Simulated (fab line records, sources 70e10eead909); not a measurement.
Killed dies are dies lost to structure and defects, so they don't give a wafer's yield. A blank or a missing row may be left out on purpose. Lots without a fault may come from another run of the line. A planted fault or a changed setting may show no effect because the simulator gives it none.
One fault seen from 2 desks | flow nand_harc | each desk has only its own numbers; what lay behind them comes last

THE METROLOGY DESK
What the gauges read, lot by lot, whatever tool the lot ran on: means of the sampled wafers that have a number. A lot is out of limits, marked OUT, if its mean lies more than 4 standard deviations from the usual mean; the brackets give that distance.
Columns: A = cd_nm at NHARC_THIN_TSV_CD_MEAS_33, usual 5000.3 nm
lot  | first seen here | A
L526 | day 19 01:31    | 4998.2
L524 | day 19 02:45    | 4998.6
L525 | day 19 07:01    | 5002.4
L532 | day 23 13:39    | 4999.5
L530 | day 23 14:55    | 5002.5
L537 | day 23 22:13    | 4999.5
L538 | day 24 01:05    | 5003.2
L544 | day 24 03:54    | 5000.2
L545 | day 24 12:49    | 5002.2
L542 | day 24 13:40    | 4999.3
L543 | day 24 21:13    | 5001.1
L546 | day 24 22:46    | 5002.9
L547 | day 25 00:49    | 5001.9
This desk's finding: nothing out of limits on any of the 13 lots.

THE TOOL OWNER'S DESK: pecvd-04
The tool's own readings at NHARC_A_SGD_CUT_DEP_00 (deposits SiNx, target thk 50 nm): means of the sampled wafers that have a number, for each lot that ran on this tool. A lot is out of limits, marked OUT, if its mean lies more than 4 standard deviations from the usual mean; the brackets give that distance.
Columns: A = heater_power_outer_w at NHARC_A_SGD_CUT_DEP_00, usual 447 W; B = heater_power_w at NHARC_A_SGD_CUT_DEP_00, usual 723 W
lot  | first seen here | A   | B
L524 | day 14 00:02    | 420 | 687
L525 | day 14 02:02    | 408 | 654
L532 | day 15 20:26    | 445 | 693
L530 | day 16 03:43    | 428 | 675
L544 | day 18 13:50    | 479 | 731
L542 | day 19 00:25    | 442 | 679
L545 | day 19 00:49    | 473 | 716
L543 | day 19 11:13    | 395 | 639
This desk's finding: nothing out of limits on any of the 8 lots.

PUT TOGETHER
The metrology desk saw nothing out of limits.
The tool owner's desk saw nothing out of limits.

WHAT THE SIMULATOR HAD PUT IN
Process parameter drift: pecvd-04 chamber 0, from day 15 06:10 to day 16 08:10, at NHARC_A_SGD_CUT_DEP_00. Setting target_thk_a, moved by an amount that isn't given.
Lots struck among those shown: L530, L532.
